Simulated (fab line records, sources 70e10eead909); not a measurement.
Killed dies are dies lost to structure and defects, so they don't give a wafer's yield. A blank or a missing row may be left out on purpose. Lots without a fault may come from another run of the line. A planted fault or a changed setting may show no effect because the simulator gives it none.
Chamber matching | flow nand_harc | NHARC_A_STAIRCASE_DESCUM_291 on rie_diel-06: 4 sister chambers
The step chemistry O2, time 3 s. 24 wafers are shown with their chamber, then 12 later ones without.

WAFERS WITH THEIR CHAMBER
wafer  | chamber | showerhead_plenum_p_Torr (Torr) | rf_vpp_V (V) | oes_product_au (a.u.)
L075.2 | 0       | 1.84                            | 57.8         | 0.999
L075.5 | 0       | 1.84                            | 57.2         | 1.000
L075.6 | 3       | 1.85                            | 57.9         | 1.013
L077.2 | 1       | 1.91                            | 58.2         | 1.001
L077.3 | 0       | 1.84                            | 56.7         | 1.004
L077.6 | 0       | 1.84                            | 58.6         | 1.000
L078.1 | 2       | 2.05                            | 59.5         | 1.014
L078.2 | 3       | 1.85                            | 56.8         | 1.017
L078.3 | 1       | 1.91                            | 58.5         | 1.010
L078.4 | 0       | 1.84                            | 56.9         | 0.998
L078.5 | 2       | 2.05                            | 58.8         | 1.009
L078.6 | 3       | 1.85                            | 55.9         | 1.010
L080.1 | 3       | 1.84                            | 58.3         | 0.993
L080.3 | 2       | 2.04                            | 58.1         | 1.019
L080.5 | 3       | 1.84                            | 56.0         | 1.010
L081.3 | 2       | 2.04                            | 59.0         | 1.008
L081.4 | 0       | 1.83                            | 58.9         | 1.005
L081.6 | 0       | 1.83                            | 57.1         | 1.007
L083.2 | 1       | 1.90                            | 57.8         | 1.003
L083.4 | 0       | 1.83                            | 57.3         | 1.001
L083.6 | 2       | 2.04                            | 57.0         | 1.002
L086.3 | 2       | 2.04                            | 57.7         | 0.999
L086.5 | 1       | 1.90                            | 57.6         | 0.996
L086.6 | 0       | 1.83                            | 57.5         | 1.012

SIGNATURES (means of the wafers above)
reading                  | chamber 0 | chamber 1 | chamber 2 | chamber 3 | scatter within a chamber
showerhead_plenum_p_Torr | 1.8356    | 1.9050    | 2.0433    | 1.8460    | 0.00536
rf_vpp_V                 | 57.556    | 58.025    | 58.350    | 56.980    | 0.837
oes_product_au           | 1.00289   | 1.00250   | 1.00850   | 1.00860   | 0.00662
Rule: a wafer's distance from a chamber is the root of the sum, over the readings, of the square of ((its reading less the chamber's mean) divided by the reading's scatter). The wafer belongs to the nearest chamber; if the next one is less than 2 further off, it can't be placed. The scatter: the root of (the sum of the squares of (reading less its chamber's mean) over the shown wafers, divided by (wafers less chambers)).

WAFERS WITHOUT THEIR CHAMBER
wafer  | showerhead_plenum_p_Torr (Torr) | rf_vpp_V (V) | oes_product_au (a.u.)
L088.4 | 1.83                            | 57.2         | 1.016
L088.5 | 1.90                            | 58.5         | 0.993
L088.6 | 2.03                            | 59.2         | 1.000
L093.1 | 1.82                            | 57.9         | 1.007
L093.2 | 2.03                            | 59.5         | 1.007
L093.3 | 1.90                            | 58.5         | 0.991
L092.1 | 2.03                            | 56.9         | 1.010
L092.2 | 1.82                            | 56.3         | 1.021
L092.3 | 1.90                            | 56.9         | 0.999
L096.1 | 1.83                            | 57.2         | 0.997
L096.2 | 2.03                            | 58.4         | 0.996
L096.6 | 1.89                            | 57.2         | 0.987

WHICH CHAMBER EACH WENT THROUGH
wafer  | from the rows above     | in truth
L088.4 | can't be placed: 0 or 3 | 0
L088.5 | 1                       | 1
L088.6 | 2                       | 2
L093.1 | can't be placed: 0 or 3 | 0
L093.2 | 2                       | 2
L093.3 | 1                       | 1
L092.1 | 2                       | 2
L092.2 | can't be placed: 0 or 3 | 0
L092.3 | 1                       | 1
L096.1 | 0                       | 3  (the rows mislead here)
L096.2 | 2                       | 2
L096.6 | 1                       | 1
Placed correctly: 8 of 12. Can't be placed from these rows: 3 (the true chamber is among the candidates in 3). Placed wrongly: 1.
